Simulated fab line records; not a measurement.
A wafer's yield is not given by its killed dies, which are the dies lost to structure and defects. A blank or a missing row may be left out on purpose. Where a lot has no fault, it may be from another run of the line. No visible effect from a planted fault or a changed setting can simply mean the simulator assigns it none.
Code-filled problem report in 8D (eight disciplines) form / flow n5_finfet / the parts of the form that need people (team, actions taken, sign-off) are left out

== 1. WHAT IS WRONG ==
Wafers without a fault read 143.3 s, standard deviation 0.52; run_length_s at N5_BEOL_M1_ETCH_70 reads a mean of 118.4 s on 3 wafers belonging to 2 lots. That puts it -48 standard deviations away from the usual mean.
The step: etches SOC in N2/H2, target depth 80 nm, overetch 16 nm, time 120 s.
The first sign was on wafer L975.3 at day 8 23:05, on rie_diel-03. Wafers with a number at this step in the record: 24, from 8 lots. Rule for "out" (also "out of limits"): further than 4 standard deviations from the usual mean. The other wafers with a number count as sound.

== 2. WHAT IT IS, WHAT IT ISN'T ==
question=which readings at this step | is=run_length_s | is not=drypump_motor_current_A, rf_vpp_V, showerhead_plenum_p_Torr, throttle_valve_pct
question=which lots | is=L975, L977 | is not=L966, L967, L968, L978, L983, L986
question=which wafers of those lots | is=L975.3, L975.5, L977.3 | is not=L975.2, L977.2, L977.6
question=read on which tools | is=rie_diel-03 | is not=rie_diel-01, rie_diel-05
question=when | is=from day 8 23:05 | is not=up to then (10 sound wafers); but 11 sound wafers of L977, L978, L983, L986 came after

== 3. THE SUSPECTS, EACH WITH WHAT RULES IT OUT ==
Counting: any tool at a process step up to the reading remains a suspect provided it ran every lot that is out. Sound lots after the first of them don't rule it out here, since some wafers of a struck lot are sound.
- rie_diel-03 at N5_BEOL_M1_ETCH_70 (etches SOC in N2/H2, target depth 80 nm, overetch 16 nm, time 120 s): kept. Ran every lot that is out, first one L975 (day 8 23:05); last sound lot up to then L967 (day 7 09:20). Its own run_length_s readings are out on those wafers.
After counting, what remains is rie_diel-03 at N5_BEOL_M1_ETCH_70.

== 4. THE CAUSE (what the simulator had put in) ==
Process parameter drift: rie_diel-03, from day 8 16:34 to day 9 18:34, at N5_BEOL_M1_ETCH_70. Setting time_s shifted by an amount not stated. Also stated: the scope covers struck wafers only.
After counting, this tool was the only one left.

== 5. SEQUENCE OF EFFECTS, ordered by route ==
One row per reading whose mean, taken over the struck wafers that have a number, lies over 3 standard deviations from the usual. Only readings for which the record gives a usual standard deviation are gone through. hours: the time from each lot's start at the first step in this table that gives one to its start at this step, as a median over the lots. sigmas: the change in usual standard deviations.
hours=0; step=N5_BEOL_M1_ETCH_70; reading=run_length_s; usual=143.3 s; on struck wafers=118.4; change=-24.9; sigmas=-48
Process steps it contains:
- N5_BEOL_M1_ETCH_70: etches SOC in N2/H2, target depth 80 nm, overetch 16 nm, time 120 s.
Later steps that measure or inspect, where all struck wafers having a row at the step show a number for every such reading and not one has moved that far: N5_BEOL_M4_RC_MEAS_101.

== 6. HOW IT WOULD HAVE BEEN CAUGHT EARLIER ==
First out-of-limits reading in this record: day 8 23:05, which is 7 hours after fault onset at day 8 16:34.
